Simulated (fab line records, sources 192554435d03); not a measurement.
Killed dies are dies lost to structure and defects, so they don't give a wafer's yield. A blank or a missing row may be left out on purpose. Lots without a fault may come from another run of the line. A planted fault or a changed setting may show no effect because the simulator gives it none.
Which tool did it? | flow n5_finfet | 23 lots, 69 wafers sampled, at 4 steps of a route of 1938

WHAT THE GAUGES READ, wafer by wafer
N5_BEOL_M5_INSPECT_13: inspects for defects (brightfield). Usual: raw_defect_count 421, standard deviation 98.
lot  | measured     | on                | raw_defect_count | flag
L074 | day 8 02:03  | defect_inspect-02 | 428 258 378      |
L075 | day 8 04:26  | defect_inspect-02 | 355 427 411      |
L076 | day 8 14:15  | defect_inspect-02 | 336 381 459      |
L077 | day 8 18:33  | defect_inspect-02 | 505 357 411      |
L078 | day 9 03:57  | defect_inspect-01 | 461 469 439      |
L079 | day 9 04:47  | defect_inspect-01 | 451 507 566      |
L080 | day 9 11:26  | defect_inspect-01 | 301 469 278      |
L082 | day 9 14:00  | defect_inspect-01 | 451 402 561      |
L081 | day 9 15:53  | defect_inspect-01 | 516 603 558      |
L083 | day 9 19:26  | defect_inspect-02 | 522 361 360      |
L084 | day 10 14:08 | defect_inspect-01 | 385 345 534      |
L086 | day 11 04:46 | defect_inspect-02 | 423 335 305      |
L085 | day 11 04:52 | defect_inspect-01 | 345 342 274      |
L087 | day 11 07:55 | defect_inspect-01 | 372 389 390      |
L088 | day 11 09:23 | defect_inspect-01 | 359 343 441      |
L089 | day 11 12:19 | defect_inspect-02 | 383 499 311      |
L091 | day 12 03:15 | defect_inspect-02 | 364 301 274      |
L090 | day 12 04:06 | defect_inspect-02 | 378 359 390      |
L092 | day 12 06:25 | defect_inspect-02 | 241 457 304      |
L093 | day 12 20:23 | defect_inspect-01 | 450 392 531      |
L094 | day 13 02:30 | defect_inspect-01 | 437 623 432      |
L095 | day 13 04:52 | defect_inspect-01 | 375 398 478      |
L097 | day 13 11:54 | defect_inspect-01 | 413 450 385      |

WHICH TOOL RAN EACH LOT (tool, then ch and the chambers of the sampled wafers, then the start)
lot  | N5_BEOL_M4_STRIP_97                           | N5_BEOL_M4_SPUTTER_48        | N5_BEOL_M4_SPUTTER_90
L074 | rie_diel-05 ch 0,2,3, day 7 19:47 or earlier  | pvd_sputter-03, day 7 19:47  | pvd_sputter-03, day 7 20:53
L075 | rie_diel-05 ch 0,1, day 7 22:30 or earlier    | pvd_sputter-03, day 7 22:30  | pvd_sputter-03, day 7 23:36
L076 | rie_diel-06 ch 0,2,3, day 8 07:25 or earlier  | pvd_sputter-01, day 8 07:25  | pvd_sputter-01, day 8 08:31
L077 | rie_diel-04 ch 1,3, day 8 12:09 or earlier    | pvd_sputter-02, day 8 12:09  | pvd_sputter-02, day 8 13:15
L078 | rie_diel-06 ch 0,1,2, day 8 21:51 or earlier  | pvd_sputter-03, day 8 21:51  | pvd_sputter-03, day 8 22:57
L079 | rie_diel-04 ch 1,2, day 8 23:17 or earlier    | pvd_sputter-01, day 8 23:17  | pvd_sputter-01, day 9 00:23
L080 | rie_diel-04 ch 1,2,3, day 9 05:10 or earlier  | pvd_sputter-02, day 9 05:10  | pvd_sputter-02, day 9 06:16
L082 | rie_diel-04 ch 0,1,2, day 9 08:11 or earlier  | pvd_sputter-01, day 9 08:11  | pvd_sputter-01, day 9 09:17
L081 | rie_diel-04 ch 1,2,3, day 9 08:27 or earlier  | pvd_sputter-03, day 9 08:27  | pvd_sputter-03, day 9 09:33
L083 | rie_diel-06 ch 0,1,2, day 9 13:17 or earlier  | pvd_sputter-03, day 9 13:17  | pvd_sputter-03, day 9 14:23
L084 | rie_diel-05 ch 0,1,3, day 10 07:43 or earlier | pvd_sputter-03, day 10 07:43 | pvd_sputter-03, day 10 08:49
L086 | rie_diel-05 ch 1,2, day 10 22:56 or earlier   | pvd_sputter-01, day 10 22:56 | pvd_sputter-01, day 11 00:02
L085 | rie_diel-06 ch 0,3, day 10 23:07 or earlier   | pvd_sputter-02, day 10 23:07 | pvd_sputter-02, day 11 00:13
L087 | rie_diel-04 ch 0,2,3, day 11 02:07 or earlier | pvd_sputter-01, day 11 02:07 | pvd_sputter-01, day 11 03:13
L088 | rie_diel-06 ch 2,3, day 11 03:37 or earlier   | pvd_sputter-03, day 11 03:37 | pvd_sputter-03, day 11 04:43
L089 | rie_diel-06 ch 0,2,3, day 11 06:13 or earlier | pvd_sputter-02, day 11 06:13 | pvd_sputter-02, day 11 07:19
L091 | rie_diel-04 ch 0,1, day 11 20:54 or earlier   | pvd_sputter-03, day 11 20:54 | pvd_sputter-03, day 11 22:00
L090 | rie_diel-05 ch 2,3, day 11 22:35 or earlier   | pvd_sputter-02, day 11 22:35 | pvd_sputter-02, day 11 23:41
L092 | rie_diel-05 ch 0,1,3, day 12 00:48 or earlier | pvd_sputter-03, day 12 00:48 | pvd_sputter-03, day 12 01:54
L093 | rie_diel-04 ch 1,2,3, day 12 14:57 or earlier | pvd_sputter-02, day 12 14:57 | pvd_sputter-02, day 12 16:03
L094 | rie_diel-04 ch 1,2,3, day 12 19:52 or earlier | pvd_sputter-02, day 12 19:52 | pvd_sputter-02, day 12 20:58
L095 | rie_diel-04 ch 1,2, day 12 23:25 or earlier   | pvd_sputter-02, day 12 23:25 | pvd_sputter-02, day 13 00:31
L097 | rie_diel-04 ch 1,2,3, day 13 05:53 or earlier | pvd_sputter-03, day 13 05:53 | pvd_sputter-03, day 13 06:59
- N5_BEOL_M4_STRIP_97: strips in N2/H2, time 10 s.
- N5_BEOL_M4_SPUTTER_48: material Cu, target thk 4.5 nm, time 8.29 s.
- N5_BEOL_M4_SPUTTER_90: material Cu, target thk 4.5 nm, time 8.29 s.

WHAT THE TOOLS THEMSELVES READ (means of the sampled wafers that have a number; where no wafer has one, the mark that the record gives instead)
N5_BEOL_M4_STRIP_97. Usual: drypump_motor_current_A 5.6 A, standard deviation 0.49; oes_product_au 0.78 a.u., standard deviation 0.081; rf_vpp_V 59.2 V, standard deviation 0.86; showerhead_plenum_p_Torr 2.54 Torr, standard deviation 0.099; throttle_valve_pct 23.76 %, standard deviation 0.22.
lot  | tool        | drypump_motor_current_A (A) | oes_product_au (a.u.) | rf_vpp_V (V) | showerhead_plenum_p_Torr (Torr) | throttle_valve_pct (%) | flag
L074 | rie_diel-05 | 5.9                         | 0.78                  | 59.2         | 2.58                            | 23.68                  |
L075 | rie_diel-05 | 5.4                         | 0.86                  | 58.6         | 2.54                            | 23.58                  |
L076 | rie_diel-06 | 5.0                         | 0.83                  | 58.9         | 2.56                            | 23.71                  |
L077 | rie_diel-04 | 5.3                         | 0.76                  | 58.8         | 2.51                            | 23.68                  |
L078 | rie_diel-06 | 5.2                         | 0.74                  | 58.1         | 2.49                            | 23.78                  |
L079 | rie_diel-04 | 6.0                         | 0.79                  | 59.0         | 2.44                            | 23.66                  |
L080 | rie_diel-04 | 5.8                         | 0.79                  | 58.8         | 2.48                            | 23.69                  |
L082 | rie_diel-04 | 6.0                         | 0.75                  | 59.0         | 2.51                            | 23.79                  |
L081 | rie_diel-04 | 5.8                         | 0.79                  | 58.7         | 2.48                            | 23.71                  |
L083 | rie_diel-06 | 5.2                         | 0.74                  | 59.2         | 2.49                            | 23.79                  |
L084 | rie_diel-05 | 5.8                         | 0.76                  | 59.0         | 2.50                            | 23.68                  |
L086 | rie_diel-05 | 5.2                         | 0.85                  | 59.8         | 2.55                            | 23.56                  |
L085 | rie_diel-06 | 4.9                         | 0.86                  | 58.6         | 2.61                            | 23.74                  |
L087 | rie_diel-04 | 5.7                         | 0.74                  | 58.8         | 2.54                            | 23.84                  |
L088 | rie_diel-06 | 5.0                         | 0.86                  | 58.9         | 2.65                            | 23.96                  |
L089 | rie_diel-06 | 5.0                         | 0.80                  | 60.1         | 2.55                            | 23.73                  |
L091 | rie_diel-04 | 5.8                         | 0.71                  | 59.2         | 2.48                            | 23.77                  |
L090 | rie_diel-05 | 6.1                         | 0.93                  | 59.7         | 2.70                            | 23.47                  |
L092 | rie_diel-05 | 5.8                         | 0.85                  | 59.2         | 2.60                            | 23.59                  |
L093 | rie_diel-04 | 5.8                         | 0.76                  | 59.1         | 2.47                            | 23.73                  |
L094 | rie_diel-04 | 5.7                         | 0.76                  | 58.4         | 2.47                            | 23.73                  |
L095 | rie_diel-04 | 6.1                         | 0.78                  | 59.6         | 2.45                            | 23.75                  |
L097 | rie_diel-04 | 5.7                         | 0.76                  | 59.2         | 2.47                            | 23.73                  |

N5_BEOL_M4_SPUTTER_48. Usual: substrate_temp_c -20.00 C, standard deviation 0.1; throttle_valve_pct 29.8 %, standard deviation 0.96.
lot  | tool           | substrate_temp_c (C) | throttle_valve_pct (%) | flag
L074 | pvd_sputter-03 | -19.96               | 30.7                   |
L075 | pvd_sputter-03 | -20.06               | 30.8                   |
L076 | pvd_sputter-01 | -20.03               | 29.7                   |
L077 | pvd_sputter-02 | -19.98               | 30.9                   |
L078 | pvd_sputter-03 | -19.98               | 29.0                   |
L079 | pvd_sputter-01 | -20.07               | 29.2                   |
L080 | pvd_sputter-02 | -19.98               | 30.0                   |
L082 | pvd_sputter-01 | -19.94               | 29.1                   |
L081 | pvd_sputter-03 | -19.97               | 29.9                   |
L083 | pvd_sputter-03 | -20.05               | 29.9                   |
L084 | pvd_sputter-03 | -19.95               | 30.0                   |
L086 | pvd_sputter-01 | -20.00               | 29.2                   |
L085 | pvd_sputter-02 | -20.02               | 30.5                   |
L087 | pvd_sputter-01 | -20.04               | 28.8                   |
L088 | pvd_sputter-03 | -19.95               | 29.8                   |
L089 | pvd_sputter-02 | -19.93               | 30.0                   |
L091 | pvd_sputter-03 | -19.95               | 30.1                   |
L090 | pvd_sputter-02 | -19.94               | 30.4                   |
L092 | pvd_sputter-03 | -20.02               | 29.9                   |
L093 | pvd_sputter-02 | -20.00               | 30.2                   |
L094 | pvd_sputter-02 | -19.93               | 30.2                   |
L095 | pvd_sputter-02 | -19.90               | 29.8                   |
L097 | pvd_sputter-03 | -19.89               | 29.6                   |

N5_BEOL_M4_SPUTTER_90. Usual: substrate_temp_c -20.01 C, standard deviation 0.099; throttle_valve_pct 29.8 %, standard deviation 0.94.
lot  | tool           | substrate_temp_c (C) | throttle_valve_pct (%) | flag
L074 | pvd_sputter-03 | -20.01               | 30.6                   |
L075 | pvd_sputter-03 | -20.10               | 30.6                   |
L076 | pvd_sputter-01 | -20.13               | 29.7                   |
L077 | pvd_sputter-02 | -20.04               | 30.8                   |
L078 | pvd_sputter-03 | -20.00               | 29.1                   |
L079 | pvd_sputter-01 | -20.00               | 29.1                   |
L080 | pvd_sputter-02 | -19.90               | 30.2                   |
L082 | pvd_sputter-01 | -20.09               | 29.1                   |
L081 | pvd_sputter-03 | -19.96               | 29.8                   |
L083 | pvd_sputter-03 | -19.93               | 30.0                   |
L084 | pvd_sputter-03 | -19.92               | 29.9                   |
L086 | pvd_sputter-01 | -20.01               | 29.1                   |
L085 | pvd_sputter-02 | -20.02               | 30.7                   |
L087 | pvd_sputter-01 | -20.04               | 28.7                   |
L088 | pvd_sputter-03 | -20.03               | 29.9                   |
L089 | pvd_sputter-02 | -20.05               | 30.1                   |
L091 | pvd_sputter-03 | -19.95               | 30.1                   |
L090 | pvd_sputter-02 | -20.14               | 30.3                   |
L092 | pvd_sputter-03 | -20.00               | 29.9                   |
L093 | pvd_sputter-02 | -20.03               | 30.4                   |
L094 | pvd_sputter-02 | -20.05               | 30.2                   |
L095 | pvd_sputter-02 | -20.00               | 30.0                   |
L097 | pvd_sputter-03 | -20.08               | 29.8                   |

THE ANSWER, worked out from the rows above alone
Rule: a lot is off if the mean of its wafers that have a number lies more than 3 standard deviations from the usual mean. A lot without any number at a reading at which 4 lots or more have one is off too. The other lots that the step has rows for count as sound. The gauges are gone through in route order, then the tools' own readings, and for those a lot's mean is taken as printed above. The first step at which some lot is off is used, and at that step the reading that is off furthest; a lot without a number counts as furthest.
No lot is off at any reading shown: from this, nothing can be told.

WHAT THE SIMULATOR HAD PUT IN
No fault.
